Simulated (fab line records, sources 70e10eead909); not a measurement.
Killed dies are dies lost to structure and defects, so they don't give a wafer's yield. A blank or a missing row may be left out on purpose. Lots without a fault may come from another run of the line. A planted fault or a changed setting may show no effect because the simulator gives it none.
Which tool did it? | flow nand_harc | 22 lots, 66 wafers sampled, at 6 steps of a route of 1302

WHAT THE GAUGES READ, wafer by wafer
The record holds no reading of a measuring or inspecting step that can be judged against a usual standard deviation.

WHICH TOOL RAN EACH LOT (tool, then ch and the chambers of the sampled wafers, then the start)
lot  | NHARC_A_STAIRCASE_ETCH_452                    | NHARC_A_STAIRCASE_STRIP_295                   | NHARC_A_STAIRCASE_ETCH_313         | NHARC_A_STAIRCASE_DEP_322       | NHARC_A_STAIRCASE_DESCUM_443       | NHARC_A_STAIRCASE_STRIP_446
L074 | rie_diel-13 ch 1,3, day 17 01:36 or earlier   | rie_diel-13 ch 1,2,3, day 17 01:36 or earlier | rie_diel-07 ch 0,2, day 17 01:36   | pecvd-04 ch 0,2, day 18 02:22   | rie_diel-05 ch 2,3, day 18 20:07   | plasma_asher-02 ch 0,1, day 19 00:34
L075 | rie_diel-13 ch 0,1,2, day 17 20:52 or earlier | rie_diel-13 ch 1,2,3, day 17 20:52 or earlier | rie_diel-13 ch 0,1,2, day 17 20:52 | pecvd-04 ch 0,1,2, day 18 20:05 | rie_diel-13 ch 0,1,2, day 19 16:23 | plasma_asher-01 ch 0,1, day 19 20:53
L077 | rie_diel-07 ch 1,2,3, day 17 20:55 or earlier | rie_diel-07 ch 0,1, day 17 20:55 or earlier   | rie_diel-13 ch 0,3, day 17 20:55   | pecvd-03 ch 0,1, day 18 20:07   | rie_diel-07 ch 0,1,2, day 19 16:15 | plasma_asher-02 ch 0,1, day 19 20:47
L076 | rie_diel-13 ch 0,2, day 17 21:44 or earlier   | rie_diel-13 ch 1,2, day 17 21:44 or earlier   | rie_diel-07 ch 0,1,3, day 17 21:44 | pecvd-02 ch 0,2, day 18 19:59   | rie_diel-05 ch 0,1,3, day 19 16:05 | plasma_asher-01 ch 0,1, day 19 20:36
L078 | rie_diel-07 ch 1,2, day 18 15:29 or earlier   | rie_diel-07 ch 1,3, day 18 15:29 or earlier   | rie_diel-13 ch 0,2,3, day 18 15:29 | pecvd-03 ch 0,1,2, day 19 17:11 | rie_diel-07 ch 0,1,2, day 20 09:34 | plasma_asher-02 ch 1, day 20 14:04
L079 | rie_diel-07 ch 2,3, day 19 03:02 or earlier   | rie_diel-07 ch 1,2,3, day 19 03:02 or earlier | rie_diel-07 ch 0,2,3, day 19 03:02 | pecvd-03 ch 0,1,2, day 20 01:59 | rie_diel-13 ch 0,2, day 20 20:29   | plasma_asher-01 ch 0,1, day 21 01:11
L080 | rie_diel-07 ch 0,1,2, day 19 03:56 or earlier | rie_diel-07 ch 0,1,2, day 19 03:56 or earlier | rie_diel-05 ch 0,1,2, day 19 03:56 | pecvd-02 ch 0,1,2, day 20 01:54 | rie_diel-05 ch 0,1,3, day 20 20:17 | plasma_asher-01 ch 0,1, day 21 00:54
L081 | rie_diel-13 ch 0,2,3, day 20 04:18 or earlier | rie_diel-13 ch 0,1,2, day 20 04:18 or earlier | rie_diel-13 ch 1,2,3, day 20 04:18 | pecvd-04 ch 0,1,2, day 21 05:19 | rie_diel-05 ch 0,2, day 21 21:47   | plasma_asher-02 ch 0,1, day 22 02:20
L082 | rie_diel-05 ch 0,1,3, day 20 23:30 or earlier | rie_diel-05 ch 0,1,2, day 20 23:30 or earlier | rie_diel-05 ch 0,1,3, day 20 23:30 | pecvd-03 ch 0,1, day 22 00:11   | rie_diel-05 ch 0,2,3, day 22 19:47 | plasma_asher-02 ch 0,1, day 23 00:16
L084 | rie_diel-05 ch 0,1,2, day 21 07:10 or earlier | rie_diel-05 ch 0,1,2, day 21 07:10 or earlier | rie_diel-13 ch 0,2,3, day 21 07:10 | pecvd-02 ch 0,1,2, day 22 05:56 | rie_diel-05 ch 0,2,3, day 23 01:58 | plasma_asher-02 ch 0,1, day 23 06:45
L083 | rie_diel-13 ch 0,1,3, day 21 09:07 or earlier | rie_diel-13 ch 0,2,3, day 21 09:07 or earlier | rie_diel-05 ch 0,2,3, day 21 09:07 | pecvd-04 ch 0,2, day 22 06:07   | rie_diel-13 ch 1,2,3, day 23 02:34 | plasma_asher-02 ch 1, day 23 07:04
L086 | rie_diel-07 ch 0,2, day 21 22:18 or earlier   | rie_diel-07 ch 0,1,3, day 21 22:18 or earlier | rie_diel-13 ch 0,2, day 21 22:18   | pecvd-03 ch 0,1,2, day 23 00:07 | rie_diel-07 ch 2,3, day 23 18:04   | plasma_asher-02 ch 0,1, day 23 22:32
L087 | rie_diel-07 ch 1,2,3, day 22 14:31 or earlier | rie_diel-07 ch 0,2,3, day 22 14:31 or earlier | rie_diel-07 ch 1,2,3, day 22 14:31 | pecvd-04 ch 0,2, day 23 18:38   | rie_diel-05 ch 1,2,3, day 24 11:02 | plasma_asher-02 ch 0,1, day 24 15:31
L088 | rie_diel-13 ch 1,2, day 22 15:28 or earlier   | rie_diel-13 ch 1,3, day 22 15:28 or earlier   | rie_diel-13 ch 1,2,3, day 22 15:28 | pecvd-02 ch 0,1, day 23 18:46   | rie_diel-13 ch 0,1,3, day 24 10:52 | plasma_asher-01 ch 0,1, day 24 15:20
L089 | rie_diel-05 ch 1,2,3, day 22 21:24 or earlier | rie_diel-05 ch 0,1, day 22 21:24 or earlier   | rie_diel-07 ch 0,1,3, day 22 21:24 | pecvd-03 ch 0,2, day 23 18:41   | rie_diel-07 ch 0,1,2, day 24 11:13 | plasma_asher-01 ch 0,1, day 24 16:29
L090 | rie_diel-05 ch 0,1,2, day 23 14:10 or earlier | rie_diel-05 ch 0,2,3, day 23 14:10 or earlier | rie_diel-13 ch 1,2,3, day 23 14:10 | pecvd-03 ch 1,2, day 24 13:43   | rie_diel-07 ch 0,1, day 25 12:08   | plasma_asher-02 ch 0, day 25 16:37
L091 | rie_diel-13 ch 1,2, day 24 14:02 or earlier   | rie_diel-13 ch 0,2, day 24 14:02 or earlier   | rie_diel-13 ch 1,2, day 24 14:02   | pecvd-03 ch 0,1,2, day 25 17:23 | rie_diel-07 ch 0,1,3, day 26 10:11 | plasma_asher-01 ch 0,1, day 26 14:39
L092 | rie_diel-13 ch 1,2, day 24 15:35 or earlier   | rie_diel-13 ch 0,3, day 24 15:35 or earlier   | rie_diel-13 ch 0,1, day 24 15:35   | pecvd-04 ch 0,1,2, day 25 17:37 | rie_diel-05 ch 2,3, day 26 09:48   | plasma_asher-01 ch 0,1, day 26 14:26
L093 | rie_diel-05 ch 2,3, day 24 19:02 or earlier   | rie_diel-05 ch 0,1,3, day 24 19:02 or earlier | rie_diel-13 ch 0,1,2, day 24 19:02 | pecvd-04 ch 0,1,2, day 25 18:00 | rie_diel-13 ch 0,1,2, day 26 09:59 | plasma_asher-02 ch 0,1, day 26 14:38
L094 | rie_diel-05 ch 0,1, day 25 02:22 or earlier   | rie_diel-05 ch 0,1,2, day 25 02:22 or earlier | rie_diel-13 ch 0,1,3, day 25 02:22 | pecvd-04 ch 0,1, day 26 03:10   | rie_diel-07 ch 0,2,3, day 26 19:41 | plasma_asher-01 ch 0,1, day 27 00:11
L097 | rie_diel-05 ch 0,3, day 26 02:44 or earlier   | rie_diel-05 ch 0,1,2, day 26 02:44 or earlier | rie_diel-05 ch 0,1, day 26 02:44   | pecvd-02 ch 0,2, day 27 02:14   | rie_diel-13 ch 0,1,2, day 27 19:37 | plasma_asher-02 ch 0,1, day 28 00:06
L096 | rie_diel-13 ch 1,3, day 26 13:13 or earlier   | rie_diel-13 ch 0,3, day 26 13:13 or earlier   | rie_diel-05 ch 1,3, day 26 13:13   | pecvd-02 ch 0,1, day 27 14:04   | rie_diel-05 ch 0,2,3, day 28 09:59 | plasma_asher-01 ch 0,1, day 28 14:49
- NHARC_A_STAIRCASE_ETCH_452: etches the open film in CF4/O2, target depth 30 nm, overetch 3 nm, time 16.5 s.
- NHARC_A_STAIRCASE_STRIP_295: strips in O2.
- NHARC_A_STAIRCASE_ETCH_313: etches the open film in CF4/CHF3.
- NHARC_A_STAIRCASE_DEP_322: deposits SiO2, target thk 7200 nm.
- NHARC_A_STAIRCASE_DESCUM_443: chemistry O2, time 3 s.
- NHARC_A_STAIRCASE_STRIP_446: strips in O2.

WHAT THE TOOLS THEMSELVES READ (means of the sampled wafers that have a number; where no wafer has one, the mark that the record gives instead)
NHARC_A_STAIRCASE_ETCH_452. Usual: bias_w 99.98 W, standard deviation 0.3; drypump_motor_current_A 5.9 A, standard deviation 0.59; oes_f_703_au 1.000 a.u., standard deviation 0.004; oes_product_au 1.001 a.u., standard deviation 0.0079; rf_vpp_V 197.7 V, standard deviation 1.5; showerhead_plenum_p_Torr 1.33 Torr, standard deviation 0.057; throttle_valve_pct 13.397 %, standard deviation 0.0093.
lot  | tool        | bias_w (W) | drypump_motor_current_A (A) | oes_f_703_au (a.u.) | oes_product_au (a.u.) | rf_vpp_V (V) | showerhead_plenum_p_Torr (Torr) | throttle_valve_pct (%) | flag
L074 | rie_diel-13 | 100.26     | 6.3                         | 1.002               | 1.005                 | 199.0        | 1.39                            | 13.400                 |
L075 | rie_diel-13 | 99.91      | 5.9                         | 1.002               | 1.003                 | 196.6        | 1.31                            | 13.398                 |
L077 | rie_diel-07 | 99.73      | 6.0                         | 1.001               | 0.997                 | 197.7        | 1.34                            | 13.397                 |
L076 | rie_diel-13 | 100.25     | 5.4                         | 0.998               | 0.993                 | 196.6        | 1.28                            | 13.394                 |
L078 | rie_diel-07 | 100.28     | 5.9                         | 0.999               | 1.002                 | 197.8        | 1.32                            | 13.399                 |
L079 | rie_diel-07 | 99.88      | 5.8                         | 1.001               | 1.007                 | 198.0        | 1.34                            | 13.398                 |
L080 | rie_diel-07 | 99.81      | 5.5                         | 1.004               | 1.012                 | 196.0        | 1.29                            | 13.395                 |
L081 | rie_diel-13 | 99.99      | 5.6                         | 0.999               | 1.002                 | 197.5        | 1.34                            | 13.390                 |
L082 | rie_diel-05 | 100.08     | 6.0                         | 1.000               | 0.994                 | 197.8        | 1.36                            | 13.399                 |
L084 | rie_diel-05 | 100.02     | 6.0                         | 1.001               | 0.994                 | 199.2        | 1.34                            | 13.403                 |
L083 | rie_diel-13 | 99.83      | 6.3                         | 1.002               | 1.002                 | 197.7        | 1.36                            | 13.386                 |
L086 | rie_diel-07 | 99.85      | 5.3                         | 1.001               | 1.007                 | 196.3        | 1.29                            | 13.407                 |
L087 | rie_diel-07 | 100.06     | 6.0                         | 1.003               | 0.995                 | 197.4        | 1.34                            | 13.405                 |
L088 | rie_diel-13 | 99.85      | 6.0                         | 1.002               | 0.998                 | 197.7        | 1.33                            | 13.401                 |
L089 | rie_diel-05 | 100.09     | 5.9                         | 1.001               | 1.001                 | 198.1        | 1.31                            | 13.400                 |
L090 | rie_diel-05 | 100.18     | 6.0                         | 1.001               | 0.994                 | 198.4        | 1.34                            | 13.396                 |
L091 | rie_diel-13 | 100.04     | 5.4                         | 1.004               | 1.011                 | 196.6        | 1.30                            | 13.400                 |
L092 | rie_diel-13 | 99.56      | 6.0                         | 0.997               | 1.003                 | 197.4        | 1.33                            | 13.387                 |
L093 | rie_diel-05 | 99.80      | 6.2                         | 1.000               | 1.009                 | 197.3        | 1.29                            | 13.400                 |
L094 | rie_diel-05 | 100.53     | 6.1                         | 0.998               | 0.998                 | 198.2        | 1.38                            | 13.393                 |
L097 | rie_diel-05 | 99.93      | 6.2                         | 1.003               | 0.998                 | 197.9        | 1.35                            | 13.393                 |
L096 | rie_diel-13 | 99.86      | 6.3                         | 0.999               | 0.998                 | 198.8        | 1.38                            | 13.392                 |

NHARC_A_STAIRCASE_STRIP_295. Usual: drypump_motor_current_A 5.9 A, standard deviation 0.59; oes_product_au 1.000 a.u., standard deviation 0.0072; rf_vpp_V 57.8 V, standard deviation 0.92; showerhead_plenum_p_Torr 3.53 Torr, standard deviation 0.15; throttle_valve_pct 17.037 %, standard deviation 0.0093.
lot  | tool        | drypump_motor_current_A (A) | oes_product_au (a.u.) | rf_vpp_V (V) | showerhead_plenum_p_Torr (Torr) | throttle_valve_pct (%) | flag
L074 | rie_diel-13 | 5.7                         | 1.004                 | 57.4         | 3.61                            | 17.040                 |
L075 | rie_diel-13 | 5.7                         | 0.998                 | 59.1         | 3.61                            | 17.037                 |
L077 | rie_diel-07 | 5.4                         | 1.003                 | 57.2         | 3.38                            | 17.045                 |
L076 | rie_diel-13 | 5.4                         | 1.001                 | 57.6         | 3.47                            | 17.040                 |
L078 | rie_diel-07 | 6.2                         | 1.000                 | 57.8         | 3.61                            | 17.027                 |
L079 | rie_diel-07 | 6.0                         | 0.996                 | 57.8         | 3.55                            | 17.033                 |
L080 | rie_diel-07 | 5.5                         | 1.000                 | 56.7         | 3.42                            | 17.033                 |
L081 | rie_diel-13 | 6.0                         | 1.006                 | 57.7         | 3.47                            | 17.036                 |
L082 | rie_diel-05 | 6.0                         | 0.992                 | 57.7         | 3.55                            | 17.034                 |
L084 | rie_diel-05 | 6.0                         | 1.000                 | 58.2         | 3.55                            | 17.037                 |
L083 | rie_diel-13 | 5.6                         | 0.999                 | 57.2         | 3.52                            | 17.040                 |
L086 | rie_diel-07 | 5.8                         | 1.000                 | 57.7         | 3.48                            | 17.041                 |
L087 | rie_diel-07 | 5.6                         | 0.992                 | 58.5         | 3.47                            | 17.049                 |
L088 | rie_diel-13 | 6.3                         | 0.992                 | 58.0         | 3.66                            | 17.019                 |
L089 | rie_diel-05 | 5.8                         | 0.994                 | 58.7         | 3.57                            | 17.037                 |
L090 | rie_diel-05 | 6.2                         | 0.987                 | 57.7         | 3.53                            | 17.026                 |
L091 | rie_diel-13 | 5.4                         | 1.008                 | 56.9         | 3.38                            | 17.030                 |
L092 | rie_diel-13 | 6.0                         | 1.003                 | 57.6         | 3.65                            | 17.043                 |
L093 | rie_diel-05 | 6.0                         | 1.007                 | 58.0         | 3.56                            | 17.029                 |
L094 | rie_diel-05 | 6.0                         | 1.001                 | 57.8         | 3.53                            | 17.033                 |
L097 | rie_diel-05 | 6.0                         | 0.997                 | 57.5         | 3.53                            | 17.040                 |
L096 | rie_diel-13 | 6.0                         | 1.002                 | 57.8         | 3.64                            | 17.044                 |

NHARC_A_STAIRCASE_ETCH_313. Usual: bias_w 200.1 W, standard deviation 0.56; drypump_motor_current_A 5.9 A, standard deviation 0.58; oes_product_au 0.936 a.u., standard deviation 0.018; rf_vpp_V 370.5 V, standard deviation 2.4; showerhead_plenum_p_Torr 1.57 Torr, standard deviation 0.067; throttle_valve_pct 16.801 %, standard deviation 0.0083.
lot  | tool        | bias_w (W) | drypump_motor_current_A (A) | oes_product_au (a.u.) | rf_vpp_V (V) | showerhead_plenum_p_Torr (Torr) | throttle_valve_pct (%) | flag
L074 | rie_diel-07 | 199.7      | 5.3                         | 0.922                 | 368.5        | 1.52                            | 16.799                 |
L075 | rie_diel-13 | 200.2      | 6.0                         | 0.930                 | 369.7        | 1.55                            | 16.796                 |
L077 | rie_diel-13 | 199.5      | 5.9                         | 0.933                 | 372.2        | 1.64                            | 16.794                 |
L076 | rie_diel-07 | 200.3      | 5.8                         | 0.935                 | 369.8        | 1.56                            | 16.807                 |
L078 | rie_diel-13 | 200.1      | 5.6                         | 0.974                 | 370.8        | 1.58                            | 16.795                 |
L079 | rie_diel-07 | 199.8      | 5.6                         | 0.927                 | 369.4        | 1.55                            | 16.798                 |
L080 | rie_diel-05 | 200.7      | 6.0                         | 0.917                 | 371.0        | 1.58                            | 16.799                 |
L081 | rie_diel-13 | 200.3      | 5.7                         | 0.923                 | 371.0        | 1.60                            | 16.798                 |
L082 | rie_diel-05 | 200.0      | 6.0                         | 0.930                 | 370.6        | 1.59                            | 16.803                 |
L084 | rie_diel-13 | 199.9      | 5.7                         | 0.925                 | 370.6        | 1.57                            | 16.797                 |
L083 | rie_diel-05 | 199.9      | 6.2                         | 0.922                 | 370.4        | 1.58                            | 16.802                 |
L086 | rie_diel-13 | 199.3      | 5.9                         | 0.964                 | 368.7        | 1.52                            | 16.811                 |
L087 | rie_diel-07 | 199.9      | 5.9                         | 0.923                 | 372.0        | 1.58                            | 16.806                 |
L088 | rie_diel-13 | 200.1      | 5.7                         | 0.932                 | 371.6        | 1.60                            | 16.789                 |
L089 | rie_diel-07 | 199.6      | 5.8                         | 0.926                 | 369.8        | 1.55                            | 16.804                 |
L090 | rie_diel-13 | 199.8      | 5.7                         | 0.963                 | 371.4        | 1.60                            | 16.804                 |
L091 | rie_diel-13 | 200.2      | 6.0                         | 0.928                 | 370.9        | 1.57                            | 16.806                 |
L092 | rie_diel-13 | 200.6      | 6.5                         | 0.928                 | 369.7        | 1.54                            | 16.802                 |
L093 | rie_diel-13 | 200.6      | 6.0                         | 0.935                 | 368.9        | 1.54                            | 16.805                 |
L094 | rie_diel-13 | 199.7      | 6.2                         | 0.933                 | 371.6        | 1.60                            | 16.806                 |
L097 | rie_diel-05 | 200.6      | 6.1                         | 0.932                 | 372.7        | 1.62                            | 16.792                 |
L096 | rie_diel-05 | 200.3      | 5.9                         | 0.931                 | 370.6        | 1.55                            | 16.811                 |

NHARC_A_STAIRCASE_DEP_322. Usual: heater_power_w 685 W, standard deviation 91.
lot  | tool     | heater_power_w (W) | flag
L074 | pecvd-04 | 678                |
L075 | pecvd-04 | 680                |
L077 | pecvd-03 | 702                |
L076 | pecvd-02 | 650                |
L078 | pecvd-03 | 738                |
L079 | pecvd-03 | 724                |
L080 | pecvd-02 | 647                |
L081 | pecvd-04 | 721                |
L082 | pecvd-03 | 786                |
L084 | pecvd-02 | 609                |
L083 | pecvd-04 | 663                |
L086 | pecvd-03 | 691                |
L087 | pecvd-04 | 682                |
L088 | pecvd-02 | 698                |
L089 | pecvd-03 | 721                |
L090 | pecvd-03 | 717                |
L091 | pecvd-03 | 714                |
L092 | pecvd-04 | 649                |
L093 | pecvd-04 | 686                |
L094 | pecvd-04 | 611                |
L097 | pecvd-02 | 677                |
L096 | pecvd-02 | 557                |

NHARC_A_STAIRCASE_DESCUM_443. Usual: drypump_motor_current_A 5.9 A, standard deviation 0.52; oes_product_au 1.000 a.u., standard deviation 0.0077; rf_vpp_V 57.8 V, standard deviation 0.86; showerhead_plenum_p_Torr 1.90 Torr, standard deviation 0.077; throttle_valve_pct 11.312 %, standard deviation 0.0092.
lot  | tool        | drypump_motor_current_A (A) | oes_product_au (a.u.) | rf_vpp_V (V) | showerhead_plenum_p_Torr (Torr) | throttle_valve_pct (%) | flag
L074 | rie_diel-05 | 6.1                         | 1.001                 | 57.7         | 1.87                            | 11.313                 |
L075 | rie_diel-13 | 6.0                         | 0.999                 | 57.9         | 1.88                            | 11.308                 |
L077 | rie_diel-07 | 5.5                         | 1.001                 | 58.7         | 1.85                            | 11.313                 |
L076 | rie_diel-05 | 6.0                         | 1.003                 | 57.9         | 1.95                            | 11.317                 |
L078 | rie_diel-07 | 5.5                         | 0.997                 | 56.6         | 1.85                            | 11.319                 |
L079 | rie_diel-13 | 5.3                         | 1.001                 | 58.2         | 1.83                            | 11.317                 |
L080 | rie_diel-05 | 6.0                         | 0.992                 | 58.0         | 1.94                            | 11.310                 |
L081 | rie_diel-05 | 6.3                         | 0.996                 | 57.3         | 1.97                            | 11.314                 |
L082 | rie_diel-05 | 6.2                         | 0.997                 | 57.6         | 1.92                            | 11.305                 |
L084 | rie_diel-05 | 6.2                         | 1.002                 | 56.9         | 1.92                            | 11.305                 |
L083 | rie_diel-13 | 5.7                         | 1.000                 | 58.0         | 1.94                            | 11.308                 |
L086 | rie_diel-07 | 6.0                         | 0.982                 | 57.6         | 1.94                            | 11.315                 |
L087 | rie_diel-05 | 5.9                         | 0.996                 | 57.7         | 1.87                            | 11.310                 |
L088 | rie_diel-13 | 6.2                         | 1.003                 | 56.7         | 1.95                            | 11.313                 |
L089 | rie_diel-07 | 5.5                         | 1.003                 | 58.1         | 1.84                            | 11.315                 |
L090 | rie_diel-07 | 5.7                         | 0.998                 | 56.8         | 1.84                            | 11.309                 |
L091 | rie_diel-07 | 5.8                         | 1.001                 | 57.8         | 1.88                            | 11.316                 |
L092 | rie_diel-05 | 6.1                         | 1.002                 | 57.5         | 1.85                            | 11.321                 |
L093 | rie_diel-13 | 5.9                         | 1.008                 | 57.8         | 1.86                            | 11.316                 |
L094 | rie_diel-07 | 5.6                         | 1.005                 | 57.6         | 1.87                            | 11.312                 |
L097 | rie_diel-13 | 5.9                         | 1.009                 | 57.6         | 1.86                            | 11.314                 |
L096 | rie_diel-05 | 6.2                         | 1.001                 | 58.0         | 1.90                            | 11.317                 |

NHARC_A_STAIRCASE_STRIP_446. Usual: drypump_motor_current_A 5.9 A, standard deviation 0.66; heater_power_w 355 W, standard deviation 52.
lot  | tool            | drypump_motor_current_A (A) | heater_power_w (W) | flag
L074 | plasma_asher-02 | 5.2                         | 346                |
L075 | plasma_asher-01 | 6.5                         | 350                |
L077 | plasma_asher-02 | 5.5                         | 380                |
L076 | plasma_asher-01 | 6.5                         | 344                |
L078 | plasma_asher-02 | 4.9                         | 318                |
L079 | plasma_asher-01 | 6.5                         | 346                |
L080 | plasma_asher-01 | 6.5                         | 343                |
L081 | plasma_asher-02 | 5.2                         | 366                |
L082 | plasma_asher-02 | 5.6                         | 401                |
L084 | plasma_asher-02 | 5.2                         | 367                |
L083 | plasma_asher-02 | 4.9                         | 338                |
L086 | plasma_asher-02 | 5.2                         | 374                |
L087 | plasma_asher-02 | 5.2                         | 369                |
L088 | plasma_asher-01 | 6.5                         | 337                |
L089 | plasma_asher-01 | 6.5                         | 310                |
L090 | plasma_asher-02 | 5.8                         | 433                |
L091 | plasma_asher-01 | 6.5                         | 334                |
L092 | plasma_asher-01 | 6.5                         | 341                |
L093 | plasma_asher-02 | 5.6                         | 397                |
L094 | plasma_asher-01 | 6.6                         | 344                |
L097 | plasma_asher-02 | 5.6                         | 399                |
L096 | plasma_asher-01 | 6.5                         | 308                |

THE ANSWER, worked out from the rows above alone
Rule: a lot is off if the mean of its wafers that have a number lies more than 3 standard deviations from the usual mean. A lot without any number at a reading at which 4 lots or more have one is off too. The other lots that the step has rows for count as sound. The gauges are gone through in route order, then the tools' own readings, and for those a lot's mean is taken as printed above. The first step at which some lot is off is used, and at that step the reading that is off furthest; a lot without a number counts as furthest.
No lot is off at any reading shown: from this, nothing can be told.

WHAT THE SIMULATOR HAD PUT IN
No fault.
